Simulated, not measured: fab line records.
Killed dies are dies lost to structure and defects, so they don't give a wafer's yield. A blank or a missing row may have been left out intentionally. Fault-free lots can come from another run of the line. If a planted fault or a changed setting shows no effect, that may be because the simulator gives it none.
A sampling plan put to the test :: flow nand-harc :: one fab line, 25 faults that these records tell of, each judged on the records of the lots that it struck; 1 more is left out, because the records don't allow judging it
The plan consists of the line's own looks: route steps at which the wafer is read by a gauge or an inspection but not changed. A look is open to judgement when struck wafers have a number at it and the file gives its usual mean and standard deviation on fault-free wafers. Caught: at a look after the fault's first step, the mean of the struck wafers lies 4 or more of those standard deviations (sigma) from the usual mean. On the tool: here the same test is run on the tool's own readings at the fault's steps. Also counted as caught: the struck wafers showing another recipe, or a record that is empty for them alone.

THE FAULTS, as the simulator had put them in
1. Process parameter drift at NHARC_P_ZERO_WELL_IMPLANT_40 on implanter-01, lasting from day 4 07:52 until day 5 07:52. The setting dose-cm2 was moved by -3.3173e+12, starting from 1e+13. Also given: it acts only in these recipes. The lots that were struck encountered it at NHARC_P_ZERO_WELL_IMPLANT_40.
2. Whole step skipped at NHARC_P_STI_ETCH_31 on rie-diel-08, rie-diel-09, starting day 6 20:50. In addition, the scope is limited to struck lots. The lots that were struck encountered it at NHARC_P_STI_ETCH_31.
3. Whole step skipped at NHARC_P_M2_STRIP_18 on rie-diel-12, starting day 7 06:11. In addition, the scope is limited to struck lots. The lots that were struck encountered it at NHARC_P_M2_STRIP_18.
4. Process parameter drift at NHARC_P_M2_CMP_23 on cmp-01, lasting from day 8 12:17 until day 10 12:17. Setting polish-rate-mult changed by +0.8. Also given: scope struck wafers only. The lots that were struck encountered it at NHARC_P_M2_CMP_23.
5. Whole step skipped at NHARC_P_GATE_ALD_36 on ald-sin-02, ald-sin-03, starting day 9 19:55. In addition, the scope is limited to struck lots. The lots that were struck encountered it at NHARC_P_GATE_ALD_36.
6. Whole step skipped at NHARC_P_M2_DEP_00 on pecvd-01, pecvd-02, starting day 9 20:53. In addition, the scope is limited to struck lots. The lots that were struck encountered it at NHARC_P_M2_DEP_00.
7. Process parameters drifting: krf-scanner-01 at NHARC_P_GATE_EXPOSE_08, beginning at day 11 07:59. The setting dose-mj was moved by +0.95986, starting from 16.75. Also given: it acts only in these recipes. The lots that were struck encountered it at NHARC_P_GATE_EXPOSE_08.
8. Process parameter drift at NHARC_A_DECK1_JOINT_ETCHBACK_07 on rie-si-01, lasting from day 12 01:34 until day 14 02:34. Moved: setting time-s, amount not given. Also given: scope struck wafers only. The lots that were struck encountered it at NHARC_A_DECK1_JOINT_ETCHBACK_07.
9. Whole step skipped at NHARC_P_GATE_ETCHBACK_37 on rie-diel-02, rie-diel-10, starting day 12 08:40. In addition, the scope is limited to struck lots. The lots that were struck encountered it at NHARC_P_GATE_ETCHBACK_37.
10. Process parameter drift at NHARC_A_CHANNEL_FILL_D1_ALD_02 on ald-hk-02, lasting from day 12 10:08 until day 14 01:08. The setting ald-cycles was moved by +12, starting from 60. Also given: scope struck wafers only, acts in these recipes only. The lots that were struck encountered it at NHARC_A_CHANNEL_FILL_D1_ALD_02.
11. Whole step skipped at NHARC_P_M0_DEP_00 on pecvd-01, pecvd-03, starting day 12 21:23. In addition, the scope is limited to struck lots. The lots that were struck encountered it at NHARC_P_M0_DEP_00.
12. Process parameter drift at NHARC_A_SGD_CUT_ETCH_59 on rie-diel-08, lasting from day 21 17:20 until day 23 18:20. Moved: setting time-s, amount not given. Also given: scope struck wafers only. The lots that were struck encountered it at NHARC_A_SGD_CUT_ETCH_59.
13. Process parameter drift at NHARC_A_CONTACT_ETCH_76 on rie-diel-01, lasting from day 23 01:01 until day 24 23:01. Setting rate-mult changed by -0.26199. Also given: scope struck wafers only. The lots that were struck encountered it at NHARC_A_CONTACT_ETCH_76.
14. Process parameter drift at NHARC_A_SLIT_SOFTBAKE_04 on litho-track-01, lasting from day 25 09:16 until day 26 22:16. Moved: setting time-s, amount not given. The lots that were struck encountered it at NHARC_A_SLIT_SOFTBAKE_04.
15. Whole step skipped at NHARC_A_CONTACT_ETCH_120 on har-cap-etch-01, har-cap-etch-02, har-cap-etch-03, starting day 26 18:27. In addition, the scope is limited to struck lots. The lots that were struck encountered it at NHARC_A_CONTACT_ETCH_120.
16. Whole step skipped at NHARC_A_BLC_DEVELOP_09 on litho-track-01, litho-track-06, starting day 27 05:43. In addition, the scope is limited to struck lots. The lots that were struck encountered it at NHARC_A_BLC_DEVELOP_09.
17. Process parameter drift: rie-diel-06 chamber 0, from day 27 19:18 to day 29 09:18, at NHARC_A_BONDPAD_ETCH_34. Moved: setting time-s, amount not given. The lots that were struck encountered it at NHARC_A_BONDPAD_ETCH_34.
18. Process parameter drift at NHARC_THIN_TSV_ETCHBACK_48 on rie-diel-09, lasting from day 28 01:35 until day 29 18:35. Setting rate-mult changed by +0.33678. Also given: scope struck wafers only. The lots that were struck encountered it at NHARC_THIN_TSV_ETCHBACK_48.
19. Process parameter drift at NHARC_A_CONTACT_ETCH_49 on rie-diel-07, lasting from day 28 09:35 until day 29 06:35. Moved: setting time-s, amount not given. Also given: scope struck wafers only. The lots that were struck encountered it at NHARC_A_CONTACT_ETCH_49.
20. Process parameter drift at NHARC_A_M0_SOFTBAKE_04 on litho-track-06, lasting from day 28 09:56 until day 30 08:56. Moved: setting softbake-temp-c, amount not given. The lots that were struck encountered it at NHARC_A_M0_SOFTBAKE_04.
21. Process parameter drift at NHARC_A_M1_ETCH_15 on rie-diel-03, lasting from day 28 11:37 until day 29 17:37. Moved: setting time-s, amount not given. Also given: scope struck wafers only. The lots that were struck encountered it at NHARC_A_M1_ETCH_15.
22. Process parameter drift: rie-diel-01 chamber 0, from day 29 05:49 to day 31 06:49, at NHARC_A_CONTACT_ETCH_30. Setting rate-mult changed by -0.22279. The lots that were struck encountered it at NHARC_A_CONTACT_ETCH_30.
23. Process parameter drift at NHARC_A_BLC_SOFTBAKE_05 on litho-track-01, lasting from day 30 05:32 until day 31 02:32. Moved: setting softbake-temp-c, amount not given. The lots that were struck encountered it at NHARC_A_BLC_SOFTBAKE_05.
24. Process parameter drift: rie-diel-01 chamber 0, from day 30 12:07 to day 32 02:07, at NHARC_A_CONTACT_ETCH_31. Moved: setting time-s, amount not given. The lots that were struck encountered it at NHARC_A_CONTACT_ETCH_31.
25. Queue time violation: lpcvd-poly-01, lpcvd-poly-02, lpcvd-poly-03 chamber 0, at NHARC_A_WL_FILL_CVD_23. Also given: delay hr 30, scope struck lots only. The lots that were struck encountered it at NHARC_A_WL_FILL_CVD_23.

WHAT THE PLAN SAW
fault: 1
on the tool itself: dose-ions-cm2 -99 or beyond sigma
first look that catches it: not the one look that can be judged after it
reading, sigma: -
median hours from its first step to that look: -
hours from the fault's start to the first struck lot there: -
judged looks passed uncaught: 1

fault: 2
on the tool itself: the tool's record is blank for the struck wafers
first look that catches it: no look after it can be judged
reading, sigma: -
median hours from its first step to that look: -
hours from the fault's start to the first struck lot there: -
judged looks passed uncaught: 0

fault: 3
on the tool itself: the tool's record is blank for the struck wafers
first look that catches it: no look after it can be judged
reading, sigma: -
median hours from its first step to that look: -
hours from the fault's start to the first struck lot there: -
judged looks passed uncaught: 0

fault: 4
on the tool itself: time-to-endpoint-s -6.5 sigma
first look that catches it: NHARC_P_M2_THK_MEAS_24
reading, sigma: thk-nm -5.0
median hours from its first step to that look: 0.3
hours from the fault's start to the first struck lot there: 47
judged looks passed uncaught: 0

fault: 5
on the tool itself: the tool's record is blank for the struck wafers
first look that catches it: no look after it can be judged
reading, sigma: -
median hours from its first step to that look: -
hours from the fault's start to the first struck lot there: -
judged looks passed uncaught: 0

fault: 6
on the tool itself: the tool's record is blank for the struck wafers
first look that catches it: no look after it can be judged
reading, sigma: -
median hours from its first step to that look: -
hours from the fault's start to the first struck lot there: -
judged looks passed uncaught: 0

fault: 7
on the tool itself: exposure-dose-mJ-cm2 +64 sigma
first look that catches it: not the one look that can be judged after it
reading, sigma: -
median hours from its first step to that look: -
hours from the fault's start to the first struck lot there: -
judged looks passed uncaught: 1

fault: 8
on the tool itself: run-length-s -19 sigma
first look that catches it: no look after it can be judged
reading, sigma: -
median hours from its first step to that look: -
hours from the fault's start to the first struck lot there: -
judged looks passed uncaught: 0

fault: 9
on the tool itself: the tool's record is blank for the struck wafers
first look that catches it: no look after it can be judged
reading, sigma: -
median hours from its first step to that look: -
hours from the fault's start to the first struck lot there: -
judged looks passed uncaught: 0

fault: 10
on the tool itself: under 2 sigma
first look that catches it: no look after it can be judged
reading, sigma: -
median hours from its first step to that look: -
hours from the fault's start to the first struck lot there: -
judged looks passed uncaught: 0

fault: 11
on the tool itself: the tool's record is blank for the struck wafers
first look that catches it: no look after it can be judged
reading, sigma: -
median hours from its first step to that look: -
hours from the fault's start to the first struck lot there: -
judged looks passed uncaught: 0

fault: 12
on the tool itself: run-length-s +68 sigma
first look that catches it: no look after it can be judged
reading, sigma: -
median hours from its first step to that look: -
hours from the fault's start to the first struck lot there: -
judged looks passed uncaught: 0

fault: 13
on the tool itself: oes-product-au -24 sigma
first look that catches it: no look after it can be judged
reading, sigma: -
median hours from its first step to that look: -
hours from the fault's start to the first struck lot there: -
judged looks passed uncaught: 0

fault: 14
on the tool itself: heater-power-total-W +99 or beyond sigma
first look that catches it: no look after it can be judged
reading, sigma: -
median hours from its first step to that look: -
hours from the fault's start to the first struck lot there: -
judged looks passed uncaught: 0

fault: 15
on the tool itself: the tool's record is blank for the struck wafers
first look that catches it: no look after it can be judged
reading, sigma: -
median hours from its first step to that look: -
hours from the fault's start to the first struck lot there: -
judged looks passed uncaught: 0

fault: 16
on the tool itself: the tool's record is blank for the struck wafers
first look that catches it: no look after it can be judged
reading, sigma: -
median hours from its first step to that look: -
hours from the fault's start to the first struck lot there: -
judged looks passed uncaught: 0

fault: 17
on the tool itself: run-length-s -46 sigma
first look that catches it: not the one look that can be judged after it
reading, sigma: -
median hours from its first step to that look: -
hours from the fault's start to the first struck lot there: -
judged looks passed uncaught: 1

fault: 18
on the tool itself: oes-product-au +5.4 sigma
first look that catches it: not the one look that can be judged after it
reading, sigma: -
median hours from its first step to that look: -
hours from the fault's start to the first struck lot there: -
judged looks passed uncaught: 1

fault: 19
on the tool itself: run-length-s -99 or beyond sigma
first look that catches it: no look after it can be judged
reading, sigma: -
median hours from its first step to that look: -
hours from the fault's start to the first struck lot there: -
judged looks passed uncaught: 0

fault: 20
on the tool itself: heater-power-total-W -18 sigma
first look that catches it: not the one look that can be judged after it
reading, sigma: -
median hours from its first step to that look: -
hours from the fault's start to the first struck lot there: -
judged looks passed uncaught: 1

fault: 21
on the tool itself: run-length-s -26 sigma
first look that catches it: no look after it can be judged
reading, sigma: -
median hours from its first step to that look: -
hours from the fault's start to the first struck lot there: -
judged looks passed uncaught: 0

fault: 22
on the tool itself: oes-product-au -6.9 sigma
first look that catches it: no look after it can be judged
reading, sigma: -
median hours from its first step to that look: -
hours from the fault's start to the first struck lot there: -
judged looks passed uncaught: 0

fault: 23
on the tool itself: heater-power-total-W -11 sigma
first look that catches it: none of the 2 looks that can be judged after it
reading, sigma: -
median hours from its first step to that look: -
hours from the fault's start to the first struck lot there: -
judged looks passed uncaught: 2

fault: 24
on the tool itself: run-length-s -99 or beyond sigma
first look that catches it: no look after it can be judged
reading, sigma: -
median hours from its first step to that look: -
hours from the fault's start to the first struck lot there: -
judged looks passed uncaught: 0

fault: 25
on the tool itself: under 2 sigma
first look that catches it: not the one look that can be judged after it
reading, sigma: -
median hours from its first step to that look: -
hours from the fault's start to the first struck lot there: -
judged looks passed uncaught: 1
A dash: the fault isn't caught, or these records don't give the number.

Caught at a look: 1 of 25. Caught on the tool: 23 of 25. By one or the other: 23 of 25.
Faults caught by the tool alone: 1, 2, 3, 5, 6, 7, 8, 9, 11, 12, 13, 14, 15, 16, 17, 18, 19, 20, 21, 22, 23, 24.
Caught by neither: faults 10, 25.

THINNER SAMPLING
If the look that catches a fault measured only every second or every third lot, by lot number, the first struck lot would be measured this late in the worst case:
fault: 4
struck lots at that look, in order of time: L985
every lot: 47 h
every second lot: may miss it
every third lot: may miss it
The hour figures run from when the fault began to the first measured lot among those it struck. Since the struck wafers were tested as one group against 4 sigma, a single lot by itself may lie under the limit. Other struck lots may not be in these records.

THE LONGEST TIMED WAY FROM STEP TO LOOK
Fault 4: a median of 0.3 hours passes between NHARC_P_M2_CMP_23 and NHARC_P_M2_THK_MEAS_24. No look between them can be judged.
